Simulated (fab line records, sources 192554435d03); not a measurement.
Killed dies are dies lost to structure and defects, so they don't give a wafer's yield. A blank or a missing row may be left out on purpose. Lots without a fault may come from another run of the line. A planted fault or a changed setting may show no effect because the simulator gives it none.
One fault seen from 3 desks | flow n5_finfet | each desk has only its own numbers; what lay behind them comes last

THE TOOL OWNER'S DESK: rie_diel-04
The tool's own readings at N5_BEOL_M3_ETCH_70 (etches SOC in N2/H2, target depth 80 nm, overetch 16 nm, time 120 s): means of the sampled wafers that have a number, for each lot that ran on this tool. A lot is out of limits, marked OUT, if its mean lies more than 4 standard deviations from the usual mean; the brackets give that distance. Of its 9 readings 7 are shown: the one that was out of limits first, and those that lie furthest out on some lot.
Columns: A = bias_w at N5_BEOL_M3_ETCH_70, usual 149.9 W; B = oes_product_au at N5_BEOL_M3_ETCH_70, usual 0.60 a.u.; C = rf_vpp_V at N5_BEOL_M3_ETCH_70, usual 523 V; D = run_length_s at N5_BEOL_M3_ETCH_70, usual 143.3 s; E = showerhead_plenum_p_Torr at N5_BEOL_M3_ETCH_70, usual 2.50 Torr; F = temp_c at N5_BEOL_M3_ETCH_70, usual 39.99 C; G = throttle_valve_pct at N5_BEOL_M3_ETCH_70, usual 17.86 %
lot  | first seen here | A     | B    | C   | D                | E    | F     | G
L935 | day 7 08:11     | 150.2 | 0.58 | 521 | 143.1            | 2.43 | 39.96 | 17.86
L939 | day 9 05:26     | 150.3 | 0.59 | 519 | 143.0            | 2.38 | 40.01 | 17.93
L940 | day 9 23:49     | 150.0 | 0.67 | 523 | 143.4            | 2.48 | 39.98 | 17.57
L946 | day 10 16:19    | 149.7 | 0.63 | 521 | 143.2            | 2.42 | 39.93 | 17.75
L950 | day 11 19:04    | -     | 0.62 | 520 | 132.6 (-23) OUT  | 2.43 | 39.91 | 17.66
L951 | day 11 21:49    | 149.8 | 0.59 | 520 | 139.7 (-7.8) OUT | 2.37 | 40.00 | 17.99
L954 | day 13 03:41    | 150.9 | 0.58 | 519 | 139.6 (-8.0) OUT | 2.39 | 40.07 | 17.84
This desk's finding: out of limits on L950, L951, L954; first on L950, day 11 19:04 (run_length_s at N5_BEOL_M3_ETCH_70). In limits: L935, L939, L940, L946.

THE METROLOGY DESK
What the gauges read, lot by lot, whatever tool the lot ran on: means of the sampled wafers that have a number. A lot is out of limits, marked OUT, if its mean lies more than 4 standard deviations from the usual mean; the brackets give that distance. Of its 11 readings 7 are shown: those that lie furthest out on some lot.
Columns: A = DIBL_N at N5_BEOL_M4_RC_MEAS_101, usual 36.1 mV/V; B = IOFF_N at N5_BEOL_M4_RC_MEAS_101, usual 0.154 nA/um; C = IOFF_P at N5_BEOL_M4_RC_MEAS_101, usual 0.21 nA/um; D = ION_N at N5_BEOL_M4_RC_MEAS_101, usual 670 uA/um; E = ION_P at N5_BEOL_M4_RC_MEAS_101, usual 461 uA/um; F = VT_N at N5_BEOL_M4_RC_MEAS_101, usual 250.4 mV; G = VT_P at N5_BEOL_M4_RC_MEAS_101, usual -250 mV
lot  | first seen here | A    | B     | C    | D   | E   | F     | G
L935 | day 7 07:21     | 35.2 | 0.147 | 0.18 | 668 | 453 | 252.2 | -255
L937 | day 8 01:19     | 36.9 | 0.175 | 0.22 | 675 | 459 | 249.5 | -252
L939 | day 9 04:31     | 34.6 | 0.147 | 0.25 | 674 | 476 | 249.8 | -242
L942 | day 9 11:56     | 35.6 | 0.155 | 0.25 | 672 | 469 | 249.3 | -246
L940 | day 9 16:29     | 35.1 | 0.142 | 0.20 | 665 | 456 | 250.7 | -251
L946 | day 10 12:40    | 35.9 | 0.159 | 0.24 | 667 | 462 | 250.6 | -248
L950 | day 11 15:39    | 37.2 | 0.155 | 0.18 | 669 | 450 | 249.5 | -254
L951 | day 11 16:09    | 35.6 | 0.161 | 0.20 | 674 | 460 | 249.3 | -252
L954 | day 12 14:01    | 33.7 | 0.117 | 0.15 | 655 | 455 | 254.7 | -256
This desk's finding: nothing out of limits on any of the 9 lots.

THE DEFECT DESK
What the inspections along the route counted, lot by lot: means of the sampled wafers that have a number. A lot is out of limits, marked OUT, if its mean lies more than 4 standard deviations from the usual mean; the brackets give that distance.
Columns: A = raw_defect_count at N5_BEOL_M3_INSPECT_30, usual 435
lot  | first seen here | A
L935 | day 7 07:23     | 360
L937 | day 8 01:22     | 430
L939 | day 9 04:34     | 578
L942 | day 9 11:59     | 469
L940 | day 9 16:32     | 489
L946 | day 10 12:43    | 394
L950 | day 11 15:43    | 366
L951 | day 11 16:13    | 474
L954 | day 12 14:04    | 428
This desk's finding: nothing out of limits on any of the 9 lots.

PUT TOGETHER
The tool owner's desk could have raised an alarm at day 11 19:04, on L950, L951, L954.
The metrology desk saw nothing out of limits.
The defect desk saw nothing out of limits.
The metrology desk has L950, L951, L954 on record, within its limits.
The defect desk has L950, L951, L954 on record, within its limits.
Of the lots named, all ran N5_BEOL_M3_ETCH_70 on rie_diel-04.

WHAT THE SIMULATOR HAD PUT IN
Process parameter drift: rie_diel-04, from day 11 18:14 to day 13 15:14, at N5_BEOL_M3_ETCH_70. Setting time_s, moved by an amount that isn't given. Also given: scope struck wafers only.
Lots struck among those shown: L950, L951, L954.
Hours from the fault's start to each desk's first reading out of limits: the tool owner's desk, 1.
